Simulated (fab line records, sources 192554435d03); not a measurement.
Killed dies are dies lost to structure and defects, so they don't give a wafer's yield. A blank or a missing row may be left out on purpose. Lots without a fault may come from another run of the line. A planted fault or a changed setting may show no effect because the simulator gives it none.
Which tool did it? | flow n5_finfet | 10 lots, 30 wafers sampled, at 5 steps of a route of 1938

WHAT THE GAUGES READ, wafer by wafer
N5_WELL_APT_CD_MEAS_25: target cd 200 nm. Usual: cd_nm 200.6 nm, standard deviation 2.1.
lot  | measured    | on        | cd_nm (nm)        | flag
L747 | day 1 15:33 | cd_sem-01 | 200.7 199.7 200.6 |
L748 | day 1 21:06 | cd_sem-03 | 200.4 197.8 199.6 |
L749 | day 2 03:11 | cd_sem-01 | 200.5 204.0 200.8 |
L752 | day 2 20:49 | cd_sem-03 | 198.9 201.1 202.0 |
L756 | day 3 21:34 | cd_sem-03 | 201.9 202.5 203.1 |
L757 | day 4 02:51 | cd_sem-01 | 199.8 200.0 196.7 |
L763 | day 5 14:49 | cd_sem-02 | 198.8 196.7 200.6 |
L764 | day 5 20:53 | cd_sem-03 | 202.9 201.2 204.8 |
L768 | day 6 20:51 | cd_sem-02 | 199.5 197.6 200.5 |
L769 | day 7 03:02 | cd_sem-01 | 200.7 198.4 202.3 |

N5_PMOS_HMC_CHANNEL_EPI_OVL_MEAS_10. Usual: PMOS_HMC_BLK_OVL 0.3 nm, standard deviation 0.8.
lot  | measured    | on         | PMOS_HMC_BLK_OVL (nm) | flag
L747 | day 1 17:45 | overlay-02 | 0.6 0.7 0.8           |
L748 | day 1 23:29 | overlay-01 | -0.8 0.0 -1.4         |
L749 | day 2 05:34 | overlay-01 | 1.0 0.9 0.9           |
L752 | day 2 23:08 | overlay-01 | -0.4 -1.5 0.6         |
L756 | day 4 00:14 | overlay-01 | -0.6 0.3 -0.9         |
L757 | day 4 05:11 | overlay-01 | 1.7 0.6 -0.1          |
L763 | day 5 17:00 | overlay-01 | 0.5 -0.2 0.3          |
L764 | day 5 23:17 | overlay-01 | 0.8 -0.8 0.4          |
L768 | day 6 23:40 | overlay-01 | 0.3 -0.2 -0.1         |
L769 | day 7 05:32 | overlay-01 | -0.2 0.0 -2.1         |

N5_BEOL_M4_RC_MEAS_101. Usual: DIBL_N 36.1 mV/V, standard deviation 1.6; DIBL_P 35.8 mV/V, standard deviation 2.1; IOFF_N 0.16 nA/um, standard deviation 0.031; IOFF_P 0.21 nA/um, standard deviation 0.034; ION_N 673 uA/um, standard deviation 12; ION_P 461 uA/um, standard deviation 7.2; SS_N 71.4 mV/dec, standard deviation 0.59; SS_P 73.3 mV/dec, standard deviation 0.63; VT_N 250 mV, standard deviation 3.1; VT_P -250 mV, standard deviation 3.3.
lot  | measured     | on        | DIBL_N (mV/V)  | DIBL_P (mV/V)  | IOFF_N (nA/um) | IOFF_P (nA/um) | ION_N (uA/um) | ION_P (uA/um) | SS_N (mV/dec)  | SS_P (mV/dec)  | VT_N (mV)   | VT_P (mV)      | flag
L747 | day 8 07:15  | prober-02 | 36.1 36.0 36.9 | 36.1 35.6 36.0 | 0.17 0.16 0.17 | 0.21 0.21 0.21 | 676 670 689   | 463 457 465   | 71.7 71.8 71.4 | 73.4 73.3 74.3 | 248 249 247 | -253 -250 -252 |
L748 | day 8 07:31  | prober-01 | 35.3 38.5 36.4 | 35.4 38.8 37.1 | 0.15 0.21 0.16 | 0.19 0.24 0.23 | 674 687 674   | 457 461 465   | 71.6 72.6 71.7 | 73.0 73.6 73.4 | 249 245 250 | -251 -249 -247 |
L749 | day 8 18:02  | prober-02 | 34.3 35.6 35.1 | 33.2 35.8 33.9 | 0.11 0.13 0.12 | 0.15 0.19 0.16 | 661 663 661   | 454 458 460   | 71.0 70.2 71.0 | 72.4 73.4 72.8 | 254 251 254 | -255 -254 -254 |
L752 | day 9 10:52  | prober-01 | 39.2 37.8 38.8 | 40.4 38.3 38.2 | 0.20 0.17 0.19 | 0.27 0.25 0.24 | 688 676 675   | 470 465 461   | 71.9 71.4 72.3 | 74.5 74.2 73.5 | 246 248 252 | -246 -245 -248 |
L756 | day 10 17:31 | prober-02 | 37.3 36.4 36.4 | 37.4 35.5 36.1 | 0.17 0.14 0.15 | 0.23 0.18 0.21 | 678 667 668   | 468 453 454   | 71.3 70.6 70.6 | 73.4 73.6 73.7 | 246 251 251 | -247 -253 -251 |
L757 | day 10 18:57 | prober-01 | 35.4 35.0 35.7 | 36.1 35.7 36.6 | 0.14 0.14 0.14 | 0.17 0.17 0.18 | 667 676 664   | 452 460 452   | 71.0 71.0 71.4 | 73.5 72.2 73.3 | 253 251 254 | -256 -255 -255 |
L763 | day 12 10:47 | prober-01 | 39.4 37.6 39.6 | 40.5 38.6 40.6 | 0.22 0.17 0.23 | 0.24 0.22 0.25 | 695 674 690   | 470 462 462   | 71.8 71.2 71.9 | 73.8 73.7 74.8 | 246 247 245 | -250 -251 -252 |
L764 | day 14 08:28 | prober-01 | 36.0 35.1 37.1 | 35.9 33.0 36.0 | 0.17 0.16 0.18 | 0.24 0.19 0.23 | 672 687 669   | 463 470 461   | 71.7 71.0 71.3 | 73.3 72.7 73.4 | 250 248 246 | -246 -250 -248 |
L768 | day 13 12:44 | prober-01 | 36.8 38.2 37.3 | 35.8 38.7 36.1 | 0.18 0.21 0.17 | 0.22 0.29 0.23 | 676 685 675   | 465 469 462   | 71.4 72.2 71.9 | 73.6 74.5 73.7 | 247 244 249 | -247 -246 -249 |
L769 | day 13 13:10 | prober-02 | 33.8 39.8 37.5 | 31.7 39.0 36.7 | 0.11 0.26 0.18 | 0.18 0.31 0.27 | 650 699 690   | 464 474 471   | 70.8 71.7 71.7 | 71.4 73.9 73.3 | 253 241 244 | -249 -241 -244 |

WHICH TOOL RAN EACH LOT (tool, then ch and the chambers of the sampled wafers, then the start)
lot  | N5_WELL_APT_EPI_41             | N5_PMOS_HMC_CHANNEL_EPI_ETCH_32
L747 | epi_rpcvd-01 ch 0, day 1 16:38 | rie_diel-05 ch 0,1,2, day 1 17:50
L748 | epi_rpcvd-04 ch 0, day 1 22:29 | rie_diel-03 ch 0,1, day 1 23:35
L749 | epi_rpcvd-04 ch 0, day 2 04:28 | rie_diel-06 ch 0,1,3, day 2 05:40
L752 | epi_rpcvd-04 ch 0, day 2 21:57 | rie_diel-06 ch 0,1,2, day 2 23:13
L756 | epi_rpcvd-03 ch 0, day 3 22:55 | rie_diel-06 ch 0,2,3, day 4 00:21
L757 | epi_rpcvd-01 ch 0, day 4 04:05 | rie_diel-06 ch 0,3, day 4 05:17
L763 | epi_rpcvd-01 ch 0, day 5 16:07 | rie_diel-03 ch 2,3, day 5 17:25
L764 | epi_rpcvd-03 ch 0, day 5 22:14 | rie_diel-03 ch 0,2,3, day 5 23:23
L768 | epi_rpcvd-03 ch 0, day 6 22:34 | rie_diel-06 ch 0,2,3, day 6 23:46
L769 | epi_rpcvd-01 ch 0, day 7 04:22 | rie_diel-03 ch 2,3, day 7 05:52
- N5_WELL_APT_EPI_41: deposits Si from SiH4/H2, target thk 50 nm, time 297.7 s.
- N5_PMOS_HMC_CHANNEL_EPI_ETCH_32: etches BARC in N2/H2, stops on SiO2, target depth 85.8 nm, time 50.3 s.

WHAT THE TOOLS THEMSELVES READ (means of the sampled wafers that have a number; where no wafer has one, the mark that the record gives instead)
N5_WELL_APT_EPI_41. Usual: chamber_pressure_Torr 20.00 Torr, standard deviation 0.042; susceptor_temp_C_max 651.8, standard deviation 0.64; throttle_valve_pct 11.33 %, standard deviation 0.16.
lot  | tool         | chamber_pressure_Torr (Torr) | susceptor_temp_C_max | throttle_valve_pct (%) | flag
L747 | epi_rpcvd-01 | 20.00                        | 652.9                | 11.38                  |
L748 | epi_rpcvd-04 | 20.01                        | 651.4                | 11.44                  |
L749 | epi_rpcvd-04 | 20.02                        | 651.2                | 11.33                  |
L752 | epi_rpcvd-04 | 20.03                        | 651.3                | 11.30                  |
L756 | epi_rpcvd-03 | 19.99                        | 651.4                | 11.13                  |
L757 | epi_rpcvd-01 | 20.05                        | 652.5                | 11.31                  |
L763 | epi_rpcvd-01 | 20.05                        | 652.8                | 11.30                  |
L764 | epi_rpcvd-03 | 19.98                        | 651.7                | 11.28                  |
L768 | epi_rpcvd-03 | 20.02                        | 651.1                | 11.36                  |
L769 | epi_rpcvd-01 | 20.03                        | 652.6                | 11.44                  |

N5_PMOS_HMC_CHANNEL_EPI_ETCH_32. Usual: drypump_motor_current_A 5.8 A, standard deviation 0.43; oes_product_au 0.67 a.u., standard deviation 0.057; rf_fwd_power_W 832 W, standard deviation 3.3; rf_vpp_V 524.0 V, standard deviation 2.5; showerhead_plenum_p_Torr 2.55 Torr, standard deviation 0.091; throttle_valve_pct 18.03 %, standard deviation 0.23.
lot  | tool        | drypump_motor_current_A (A) | oes_product_au (a.u.) | rf_fwd_power_W (W) | rf_vpp_V (V) | showerhead_plenum_p_Torr (Torr) | throttle_valve_pct (%) | flag
L747 | rie_diel-05 | 5.8                         | 0.68                  | 832                | 524.8        | 2.55                            | 17.91                  |
L748 | rie_diel-03 | 6.0                         | 0.69                  | 830                | 524.1        | 2.56                            | 17.85                  |
L749 | rie_diel-06 | 6.0                         | 0.70                  | 832                | 525.7        | 2.61                            | 18.18                  |
L752 | rie_diel-06 | 5.8                         | 0.65                  | 829                | 524.4        | 2.57                            | 18.24                  |
L756 | rie_diel-06 | 5.7                         | 0.61                  | 834                | 523.7        | 2.51                            | 18.04                  |
L757 | rie_diel-06 | 5.8                         | 0.59                  | 834                | 524.5        | 2.58                            | 18.15                  |
L763 | rie_diel-03 | 5.9                         | 0.63                  | 833                | 525.0        | 2.60                            | 18.03                  |
L764 | rie_diel-03 | 5.9                         | 0.65                  | 830                | 523.8        | 2.58                            | 17.98                  |
L768 | rie_diel-06 | 5.7                         | 0.65                  | 830                | 522.7        | 2.50                            | 18.10                  |
L769 | rie_diel-03 | 5.8                         | 0.62                  | 829                | 523.9        | 2.56                            | 17.97                  |

THE ANSWER, worked out from the rows above alone
Rule: a lot is off if the mean of its wafers that have a number lies more than 3 standard deviations from the usual mean. A lot without any number at a reading at which 4 lots or more have one is off too. The other lots that the step has rows for count as sound. The gauges are gone through in route order, then the tools' own readings, and for those a lot's mean is taken as printed above. The first step at which some lot is off is used, and at that step the reading that is off furthest; a lot without a number counts as furthest.
No lot is off at any reading shown: from this, nothing can be told.

WHAT THE SIMULATOR HAD PUT IN
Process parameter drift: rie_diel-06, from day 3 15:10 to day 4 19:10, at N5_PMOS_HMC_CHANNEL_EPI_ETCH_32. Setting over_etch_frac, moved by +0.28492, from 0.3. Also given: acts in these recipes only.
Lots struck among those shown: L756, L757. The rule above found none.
